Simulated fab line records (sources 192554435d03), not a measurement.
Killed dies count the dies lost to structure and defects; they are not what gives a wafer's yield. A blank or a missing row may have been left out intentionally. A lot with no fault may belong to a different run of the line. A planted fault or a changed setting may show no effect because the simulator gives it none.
Split-lot experiment | flow n5Finfet | route with 1938 steps; 7 lots, 21 wafers read

== THE SPLIT ITSELF ==
At N5_WELL_APT_COAT_02 (resist thk 950 nm), the setting spinRpm was moved away from the recipe's 1357 rpm on 8 of the 21 wafers read, by -7.3% to +6.6%. The other wafers ran this setting at the recipe's value.

The reading is taken at the split's own step.

== THE READING ==
coat_of_WELL_APT_COAT_02.thkNm (the simulator's own value, which no gauge read), in nm, at N5_WELL_APT_COAT_02 (resist thk 950 nm). There is no usual value for it anywhere in the file. Here, 13 wafers ran the recipe; their average is 949.7 nm with a standard deviation of 1.5 nm.

wafer  | tool, chamber at the split | spinRpm as run, rpm | against the recipe | coat_of_WELL_APT_COAT_02.thkNm, nm | against lot-mates on the recipe
L074.1 | lithoTrack-03, 0           | 1357                | recipe             | 950.5                              | -
L074.3 | lithoTrack-03, 0           | 1444                | +6.4%              | 922.5                              | -28.0
L074.4 | lithoTrack-03, 0           | 1444                | +6.4%              | 921.7                              | -28.8
L077.2 | lithoTrack-04, 0           | 1357                | recipe             | 951.2                              | -
L077.3 | lithoTrack-04, 0           | 1357                | recipe             | 951.3                              | -
L077.6 | lithoTrack-04, 0           | 1357                | recipe             | 949.7                              | -
L078.1 | lithoTrack-04, 0           | 1414                | +4.2%              | 928.8                              | -20.5
L078.2 | lithoTrack-04, 0           | 1357                | recipe             | 949.3                              | -
L078.6 | lithoTrack-04, 0           | 1357                | recipe             | 949.3                              | -
L080.2 | lithoTrack-04, 0           | 1261                | -7.1%              | 984.4                              | no lot-mate on the recipe
L080.3 | lithoTrack-04, 0           | 1261                | -7.1%              | 983.2                              | no lot-mate on the recipe
L080.5 | lithoTrack-04, 0           | 1261                | -7.1%              | 981.3                              | no lot-mate on the recipe
L082.2 | lithoTrack-03, 0           | 1357                | recipe             | 950.6                              | -
L082.3 | lithoTrack-03, 0           | 1357                | recipe             | 951                                | -
L082.5 | lithoTrack-03, 0           | 1357                | recipe             | 949.8                              | -
L086.1 | lithoTrack-04, 0           | 1357                | recipe             | 946.6                              | -
L086.5 | lithoTrack-04, 0           | 1357                | recipe             | 947.1                              | -
L086.6 | lithoTrack-04, 0           | 1446                | +6.6%              | 917.7                              | -29.1
L095.1 | lithoTrack-03, 0           | 1357                | recipe             | 948.6                              | -
L095.3 | lithoTrack-03, 0           | 1258                | -7.3%              | 987.3                              | +37.3
L095.4 | lithoTrack-03, 0           | 1357                | recipe             | 951.4                              | -

FIT RESULTS
A straight line over all 21 wafers: coat_of_WELL_APT_COAT_02.thkNm changes by -4.71 nm for each +1% of spinRpm; r = -1.00; the points scatter about the line by 1.8 nm.
The same after taking each lot's own level away (the mean of its wafers on the recipe; 18 wafers): -4.69 nm for each +1%; r = -1.00; scatter 1.2 nm.
On that fit, the largest move of spinRpm shifts the reading by 34 nm.
Across the lots, their own levels run from 946.85 to 950.73 nm, a range of 2.6 times the standard deviation given above.
The two slopes agree, so the slope changes little with the lot-to-lot level.
Check: for one of the wafers moved furthest among these (-7.3%), held out of the fit, the line's prediction against its lot-mates is +32.7 nm. Against them it came out at +37.3 nm.

== FILE'S OWN FIT ==
coat_of_WELL_APT_COAT_02.thkNm changes by -4.72 nm for each +1% of spinRpm, r = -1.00.
